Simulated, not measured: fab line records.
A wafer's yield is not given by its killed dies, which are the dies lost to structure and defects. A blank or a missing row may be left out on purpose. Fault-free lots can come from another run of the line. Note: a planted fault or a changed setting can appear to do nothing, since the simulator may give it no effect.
Which tool did it? :: flow nand_harc :: Sampling: 11 lots, 33 wafers, 5 of 1159 route steps

## WHAT THE GAUGES READ, wafer by wafer
NHARC_END_SORT_01.
lot: L343
measured: day 20 00:19
on: prober-01
killed_at_array: 19 18 32
killed_at_other: 0 1 0
killed_at_periphery: 2 2 1
killed_dies: 21 21 33
killed_open: 2 2 3
killed_short: 2 3 2

lot: L345
measured: day 21 00:59
on: prober-02
killed_at_array: 27 25 34
killed_at_other: 0 0 0
killed_at_periphery: 3 1 1
killed_dies: 30 26 35
killed_open: 2 4 2
killed_short: 1 2 1

lot: L347
measured: day 21 07:56
on: prober-02
killed_at_array: 24 27 23
killed_at_other: 0 0 0
killed_at_periphery: 1 4 4
killed_dies: 25 31 27
killed_open: 4 3 3
killed_short: 0 5 1

lot: L349
measured: day 21 07:10
on: prober-01
killed_at_array: 36 39 45
killed_at_other: 0 3 3
killed_at_periphery: 4 5 9
killed_dies: 40 47 57
killed_open: 8 4 7
killed_short: 2 1 2

lot: L348
measured: day 21 14:54
on: prober-02
killed_at_array: 17 13 12
killed_at_other: 1 0 0
killed_at_periphery: 2 5 6
killed_dies: 20 18 18
killed_open: 3 4 3
killed_short: 1 1 3

lot: L353
measured: day 22 17:56
on: prober-02
killed_at_array: 33 37 34
killed_at_other: 0 0 0
killed_at_periphery: 2 1 2
killed_dies: 35 38 36
killed_open: 6 4 4
killed_short: 4 5 2

lot: L361
measured: day 24 12:30
on: prober-02
killed_at_array: 673 671 673
killed_at_other: 2 1 0
killed_at_periphery: 2 5 4
killed_dies: 677 677 677
killed_open: 3 4 5
killed_short: 2 1 2

lot: L363
measured: day 24 12:31
on: prober-01
killed_at_array: 15 14 13
killed_at_other: 1 1 3
killed_at_periphery: 2 3 6
killed_dies: 18 18 22
killed_open: 1 0 5
killed_short: 2 1 4

lot: L362
measured: day 24 21:51
on: prober-02
killed_at_array: 19 14 11
killed_at_other: 1 1 0
killed_at_periphery: 3 3 3
killed_dies: 23 18 14
killed_open: 6 6 2
killed_short: 3 0 0

lot: L360
measured: day 24 20:16
on: prober-01
killed_at_array: 676 676 676
killed_at_other: 0 0 0
killed_at_periphery: 1 1 1
killed_dies: 677 677 677
killed_open: 3 2 2
killed_short: 1 1 1

lot: L364
measured: day 25 05:56
on: prober-01
killed_at_array: 28 33 24
killed_at_other: 0 2 2
killed_at_periphery: 3 6 7
killed_dies: 31 41 33
killed_open: 5 5 2
killed_short: 5 4 2

## WHAT TOOL EACH LOT RAN ON (gives the tool, then ch and the chambers of the sampled wafers, and finally the start)
lot: L343
NHARC_A_CONTACT_STRIP_82: rie_diel-11 ch 2,3, day 17 08:37 or earlier
NHARC_A_CONTACT_ETCH_136: har_cap_etch-02 ch 0,1, day 17 08:37
NHARC_A_CONTACT_ETCH_137: har_cap_etch-02 ch 0,1, day 17 08:44
NHARC_A_CONTACT_ETCH_110: rie_diel-09 ch 0,2,3, day 17 09:55

lot: L345
NHARC_A_CONTACT_STRIP_82: rie_diel-11 ch 2,3, day 18 14:47 or earlier
NHARC_A_CONTACT_ETCH_136: har_cap_etch-02 ch 0,1, day 18 14:47
NHARC_A_CONTACT_ETCH_137: har_cap_etch-02 ch 0,1, day 18 14:54
NHARC_A_CONTACT_ETCH_110: rie_diel-01 ch 1,2,3, day 18 16:02

lot: L347
NHARC_A_CONTACT_STRIP_82: rie_diel-01 ch 0,1,2, day 19 00:28 or earlier
NHARC_A_CONTACT_ETCH_136: har_cap_etch-03 ch 0,1, day 19 00:28
NHARC_A_CONTACT_ETCH_137: har_cap_etch-03 ch 0,1, day 19 00:35
NHARC_A_CONTACT_ETCH_110: rie_diel-01 ch 1,2,3, day 19 02:29

lot: L349
NHARC_A_CONTACT_STRIP_82: rie_diel-11 ch 1,2,3, day 19 01:29 or earlier
NHARC_A_CONTACT_ETCH_136: har_cap_etch-02 ch 0,1, day 19 01:29
NHARC_A_CONTACT_ETCH_137: har_cap_etch-02 ch 0,1, day 19 01:36
NHARC_A_CONTACT_ETCH_110: rie_diel-11 ch 0,1, day 19 03:16

lot: L348
NHARC_A_CONTACT_STRIP_82: rie_diel-09 ch 0,1,3, day 19 04:13 or earlier
NHARC_A_CONTACT_ETCH_136: har_cap_etch-03 ch 0,1, day 19 04:13
NHARC_A_CONTACT_ETCH_137: har_cap_etch-03 ch 0,1, day 19 04:20
NHARC_A_CONTACT_ETCH_110: rie_diel-11 ch 2,3, day 19 05:31

lot: L353
NHARC_A_CONTACT_STRIP_82: rie_diel-09 ch 0,1, day 20 15:44 or earlier
NHARC_A_CONTACT_ETCH_136: har_cap_etch-01 ch 0,1, day 20 15:44
NHARC_A_CONTACT_ETCH_137: har_cap_etch-01 ch 0,1, day 20 15:52
NHARC_A_CONTACT_ETCH_110: rie_diel-11 ch 1,2, day 20 17:28

lot: L361
NHARC_A_CONTACT_STRIP_82: rie_diel-11 ch 1,2, day 22 04:46 or earlier
NHARC_A_CONTACT_ETCH_136: har_cap_etch-03 ch 0,1, day 22 04:46
NHARC_A_CONTACT_ETCH_137: har_cap_etch-03 ch 0,1, day 22 04:53
NHARC_A_CONTACT_ETCH_110: rie_diel-01 ch 0,2,3, day 22 06:04

lot: L363
NHARC_A_CONTACT_STRIP_82: rie_diel-01 ch 0,1, day 22 09:45 or earlier
NHARC_A_CONTACT_ETCH_136: har_cap_etch-02 ch 0, day 22 09:45
NHARC_A_CONTACT_ETCH_137: har_cap_etch-02 ch 0, day 22 09:52
NHARC_A_CONTACT_ETCH_110: rie_diel-11 ch 0,1,3, day 22 11:02

lot: L362
NHARC_A_CONTACT_STRIP_82: rie_diel-01 ch 0,1,3, day 22 11:02 or earlier
NHARC_A_CONTACT_ETCH_136: har_cap_etch-01 ch 0,1, day 22 11:02
NHARC_A_CONTACT_ETCH_137: har_cap_etch-01 ch 0,1, day 22 11:10
NHARC_A_CONTACT_ETCH_110: rie_diel-09 ch 1,3, day 22 12:22

lot: L360
NHARC_A_CONTACT_STRIP_82: rie_diel-11 ch 0,1,3, day 22 12:37 or earlier
NHARC_A_CONTACT_ETCH_136: har_cap_etch-03 ch 0,1, day 22 12:37
NHARC_A_CONTACT_ETCH_137: har_cap_etch-03 ch 0,1, day 22 12:44
NHARC_A_CONTACT_ETCH_110: rie_diel-01 ch 0,2,3, day 22 13:54

lot: L364
NHARC_A_CONTACT_STRIP_82: rie_diel-09 ch 0,1, day 23 02:39 or earlier
NHARC_A_CONTACT_ETCH_136: har_cap_etch-02 ch 0,1, day 23 02:39
NHARC_A_CONTACT_ETCH_137: har_cap_etch-02 ch 0,1, day 23 02:46
NHARC_A_CONTACT_ETCH_110: rie_diel-01 ch 0,1,3, day 23 04:29
- NHARC_A_CONTACT_STRIP_82: strips in O2.
- NHARC_A_CONTACT_ETCH_136: etches the open film in C4F8/O2/Ar, time 132 s, target depth 1287 nm.
- NHARC_A_CONTACT_ETCH_137: etches the open film in C4F8/O2/Ar, time 132 s, target depth 1287 nm.
- NHARC_A_CONTACT_ETCH_110: etches the open film in CF4/O2, target depth 50 nm, overetch 5 nm, time 27.5 s.

## WHAT THE TOOLS THEMSELVES READ (means of the sampled wafers that have a number; where no wafer has one, the mark that the record gives instead)
NHARC_A_CONTACT_STRIP_82.
lot: L343
tool: rie_diel-11
drypump_motor_current_A (A): 5.7
mfc_ar_sccm (sccm): 0.010
oes_product_au (a.u.): 1.009
rf_vpp_V (V): 58.7
showerhead_plenum_p_Torr (Torr): 3.53
throttle_valve_pct (%): 17.041

lot: L345
tool: rie_diel-11
drypump_motor_current_A (A): 5.8
mfc_ar_sccm (sccm): 0.007
oes_product_au (a.u.): 1.006
rf_vpp_V (V): 58.3
showerhead_plenum_p_Torr (Torr): 3.61
throttle_valve_pct (%): 17.039

lot: L347
tool: rie_diel-01
drypump_motor_current_A (A): 5.6
mfc_ar_sccm (sccm): 0.004
oes_product_au (a.u.): 0.987
rf_vpp_V (V): 57.5
showerhead_plenum_p_Torr (Torr): 3.61
throttle_valve_pct (%): 17.037

lot: L349
tool: rie_diel-11
drypump_motor_current_A (A): 5.5
mfc_ar_sccm (sccm): 0.006
oes_product_au (a.u.): 1.008
rf_vpp_V (V): 57.9
showerhead_plenum_p_Torr (Torr): 3.59
throttle_valve_pct (%): 17.027

lot: L348
tool: rie_diel-09
drypump_motor_current_A (A): 5.5
mfc_ar_sccm (sccm): 0.007
oes_product_au (a.u.): 0.995
rf_vpp_V (V): 57.7
showerhead_plenum_p_Torr (Torr): 3.51
throttle_valve_pct (%): 17.045

lot: L353
tool: rie_diel-09
drypump_motor_current_A (A): 5.4
mfc_ar_sccm (sccm): 0.004
oes_product_au (a.u.): 0.996
rf_vpp_V (V): 57.1
showerhead_plenum_p_Torr (Torr): 3.47
throttle_valve_pct (%): 17.031

lot: L361
tool: rie_diel-11
drypump_motor_current_A (A): 5.4
mfc_ar_sccm (sccm): 0.001
oes_product_au (a.u.): 1.019
rf_vpp_V (V): 58.8
showerhead_plenum_p_Torr (Torr): 3.64
throttle_valve_pct (%): 17.043

lot: L363
tool: rie_diel-01
drypump_motor_current_A (A): 5.6
mfc_ar_sccm (sccm): 0.000
oes_product_au (a.u.): 1.000
rf_vpp_V (V): 57.7
showerhead_plenum_p_Torr (Torr): 3.65
throttle_valve_pct (%): 17.035

lot: L362
tool: rie_diel-01
drypump_motor_current_A (A): 5.4
mfc_ar_sccm (sccm): 0.002
oes_product_au (a.u.): 1.013
rf_vpp_V (V): 57.3
showerhead_plenum_p_Torr (Torr): 3.61
throttle_valve_pct (%): 17.032

lot: L360
tool: rie_diel-11
drypump_motor_current_A (A): 5.4
mfc_ar_sccm (sccm): 0.013
oes_product_au (a.u.): 1.003
rf_vpp_V (V): 57.3
showerhead_plenum_p_Torr (Torr): 3.44
throttle_valve_pct (%): 17.041

lot: L364
tool: rie_diel-09
drypump_motor_current_A (A): 5.4
mfc_ar_sccm (sccm): 0.004
oes_product_au (a.u.): 0.997
rf_vpp_V (V): 57.6
showerhead_plenum_p_Torr (Torr): 3.46
throttle_valve_pct (%): 17.042

NHARC_A_CONTACT_ETCH_136.
lot: L343
tool: har_cap_etch-02
chamber_pressure_mTorr (mTorr): 19.995
oes_air_line_au (a.u.): 1.004

lot: L345
tool: har_cap_etch-02
chamber_pressure_mTorr (mTorr): 19.996
oes_air_line_au (a.u.): 0.998

lot: L347
tool: har_cap_etch-03
chamber_pressure_mTorr (mTorr): 20.005
oes_air_line_au (a.u.): 1.017

lot: L349
tool: har_cap_etch-02
chamber_pressure_mTorr (mTorr): 19.999
oes_air_line_au (a.u.): 1.014

lot: L348
tool: har_cap_etch-03
chamber_pressure_mTorr (mTorr): 19.999
oes_air_line_au (a.u.): 0.999

lot: L353
tool: har_cap_etch-01
chamber_pressure_mTorr (mTorr): 20.006
oes_air_line_au (a.u.): 1.004

lot: L361
tool: har_cap_etch-03
chamber_pressure_mTorr (mTorr): -
oes_air_line_au (a.u.): -

lot: L363
tool: har_cap_etch-02
chamber_pressure_mTorr (mTorr): 19.995
oes_air_line_au (a.u.): 1.016

lot: L362
tool: har_cap_etch-01
chamber_pressure_mTorr (mTorr): 19.981
oes_air_line_au (a.u.): 1.010

lot: L360
tool: har_cap_etch-03
chamber_pressure_mTorr (mTorr): -
oes_air_line_au (a.u.): -

lot: L364
tool: har_cap_etch-02
chamber_pressure_mTorr (mTorr): 19.997
oes_air_line_au (a.u.): 0.982

NHARC_A_CONTACT_ETCH_137.
lot: L343
tool: har_cap_etch-02
chamber_pressure_mTorr (mTorr): 20.009
oes_air_line_au (a.u.): 1.011

lot: L345
tool: har_cap_etch-02
chamber_pressure_mTorr (mTorr): 19.998
oes_air_line_au (a.u.): 1.008

lot: L347
tool: har_cap_etch-03
chamber_pressure_mTorr (mTorr): 20.000
oes_air_line_au (a.u.): 0.984

lot: L349
tool: har_cap_etch-02
chamber_pressure_mTorr (mTorr): 20.010
oes_air_line_au (a.u.): 0.997

lot: L348
tool: har_cap_etch-03
chamber_pressure_mTorr (mTorr): 19.974
oes_air_line_au (a.u.): 0.990

lot: L353
tool: har_cap_etch-01
chamber_pressure_mTorr (mTorr): 20.001
oes_air_line_au (a.u.): 1.004

lot: L361
tool: har_cap_etch-03
chamber_pressure_mTorr (mTorr): 19.982
oes_air_line_au (a.u.): 1.015

lot: L363
tool: har_cap_etch-02
chamber_pressure_mTorr (mTorr): 19.997
oes_air_line_au (a.u.): 0.996

lot: L362
tool: har_cap_etch-01
chamber_pressure_mTorr (mTorr): 19.994
oes_air_line_au (a.u.): 1.015

lot: L360
tool: har_cap_etch-03
chamber_pressure_mTorr (mTorr): 20.007
oes_air_line_au (a.u.): 1.000

lot: L364
tool: har_cap_etch-02
chamber_pressure_mTorr (mTorr): 20.014
oes_air_line_au (a.u.): 0.982

NHARC_A_CONTACT_ETCH_110.
lot: L343
tool: rie_diel-09
bias_w (W): 100.3
cf4_flow_sccm (sccm): 79.96
drypump_motor_current_A (A): 5.5
mfc_ar_sccm (sccm): 0.007
oes_f_703_au (a.u.): 0.999
oes_product_au (a.u.): 0.992
rf_vpp_V (V): 197.7
showerhead_plenum_p_Torr (Torr): 1.31
throttle_valve_pct (%): 13.387

lot: L345
tool: rie_diel-01
bias_w (W): 100.3
cf4_flow_sccm (sccm): 79.98
drypump_motor_current_A (A): 5.4
mfc_ar_sccm (sccm): 0.005
oes_f_703_au (a.u.): 1.001
oes_product_au (a.u.): 1.000
rf_vpp_V (V): 199.4
showerhead_plenum_p_Torr (Torr): 1.38
throttle_valve_pct (%): 13.396

lot: L347
tool: rie_diel-01
bias_w (W): 99.9
cf4_flow_sccm (sccm): 79.96
drypump_motor_current_A (A): 5.4
mfc_ar_sccm (sccm): 0.005
oes_f_703_au (a.u.): 1.000
oes_product_au (a.u.): 0.995
rf_vpp_V (V): 199.2
showerhead_plenum_p_Torr (Torr): 1.38
throttle_valve_pct (%): 13.401

lot: L349
tool: rie_diel-11
bias_w (W): 100.0
cf4_flow_sccm (sccm): 79.91
drypump_motor_current_A (A): 5.2
mfc_ar_sccm (sccm): 0.009
oes_f_703_au (a.u.): 0.998
oes_product_au (a.u.): 1.022
rf_vpp_V (V): 197.4
showerhead_plenum_p_Torr (Torr): 1.33
throttle_valve_pct (%): 13.399

lot: L348
tool: rie_diel-11
bias_w (W): 100.0
cf4_flow_sccm (sccm): 80.07
drypump_motor_current_A (A): 5.8
mfc_ar_sccm (sccm): 0.007
oes_f_703_au (a.u.): 0.996
oes_product_au (a.u.): 1.013
rf_vpp_V (V): 197.5
showerhead_plenum_p_Torr (Torr): 1.37
throttle_valve_pct (%): 13.400

lot: L353
tool: rie_diel-11
bias_w (W): 100.3
cf4_flow_sccm (sccm): 79.93
drypump_motor_current_A (A): 5.5
mfc_ar_sccm (sccm): 0.003
oes_f_703_au (a.u.): 1.000
oes_product_au (a.u.): 1.007
rf_vpp_V (V): 199.4
showerhead_plenum_p_Torr (Torr): 1.39
throttle_valve_pct (%): 13.401

lot: L361
tool: rie_diel-01
bias_w (W): 99.9
cf4_flow_sccm (sccm): 80.09
drypump_motor_current_A (A): 5.4
mfc_ar_sccm (sccm): 0.005
oes_f_703_au (a.u.): 1.000
oes_product_au (a.u.): 1.007
rf_vpp_V (V): 197.6
showerhead_plenum_p_Torr (Torr): 1.35
throttle_valve_pct (%): 13.393

lot: L363
tool: rie_diel-11
bias_w (W): 100.1
cf4_flow_sccm (sccm): 79.95
drypump_motor_current_A (A): 5.4
mfc_ar_sccm (sccm): 0.013
oes_f_703_au (a.u.): 1.002
oes_product_au (a.u.): 1.012
rf_vpp_V (V): 197.4
showerhead_plenum_p_Torr (Torr): 1.30
throttle_valve_pct (%): 13.404

lot: L362
tool: rie_diel-09
bias_w (W): 100.1
cf4_flow_sccm (sccm): 79.90
drypump_motor_current_A (A): 5.7
mfc_ar_sccm (sccm): 0.003
oes_f_703_au (a.u.): 1.006
oes_product_au (a.u.): 0.989
rf_vpp_V (V): 197.9
showerhead_plenum_p_Torr (Torr): 1.33
throttle_valve_pct (%): 13.401

lot: L360
tool: rie_diel-01
bias_w (W): 100.1
cf4_flow_sccm (sccm): 80.04
drypump_motor_current_A (A): 5.4
mfc_ar_sccm (sccm): 0.005
oes_f_703_au (a.u.): 1.001
oes_product_au (a.u.): 1.011
rf_vpp_V (V): 198.5
showerhead_plenum_p_Torr (Torr): 1.35
throttle_valve_pct (%): 13.391

lot: L364
tool: rie_diel-01
bias_w (W): 99.7
cf4_flow_sccm (sccm): 79.92
drypump_motor_current_A (A): 5.4
mfc_ar_sccm (sccm): 0.002
oes_f_703_au (a.u.): 0.999
oes_product_au (a.u.): 1.004
rf_vpp_V (V): 198.7
showerhead_plenum_p_Torr (Torr): 1.36
throttle_valve_pct (%): 13.389

## THE ANSWER, worked out from the rows above alone
Rule: usual is defined by the lots themselves. Put in order of their means at a reading, lots are off if they are a third of the lots or fewer, leave a main group of 4 or more, and stand apart from it by a gap of 3 or more times the standard deviation of the main group's means; of several such gaps the widest counts. Not used: any main group whose means are identical at the precision the tables above print for the reading. Also off: a lot with no number at a reading for which 4 or more lots have one. Any other lot the step has rows for is counted as sound. Order of review: gauges by route order, followed by the tools' own readings, for which a lot's mean as printed above is used. At the first step where some lot is off, the reading lying furthest off is the one used; lots without a number count as furthest.
Off: L361, L360 (NHARC_END_SORT_01, killed_at_array). Main group: mean 25, sd 8.8.
If a tool, at a process step before that reading, ran all the lots that are off and no sound lot after the first of them, it fits. The gauges at NHARC_END_SORT_01 aren't tried: what is off there is off at NHARC_A_CONTACT_ETCH_136 too, on other tools, and a gauge's error can't cause that. NHARC_A_CONTACT_STRIP_82: start missing for some lots; hours and lot order therefore follow NHARC_A_CONTACT_ETCH_136. Can't be told from this: 2 tools fit, rie_diel-11 at NHARC_A_CONTACT_STRIP_82, har_cap_etch-03 at NHARC_A_CONTACT_ETCH_136 and NHARC_A_CONTACT_ETCH_137.

## WHAT THE SIMULATOR HAD PUT IN
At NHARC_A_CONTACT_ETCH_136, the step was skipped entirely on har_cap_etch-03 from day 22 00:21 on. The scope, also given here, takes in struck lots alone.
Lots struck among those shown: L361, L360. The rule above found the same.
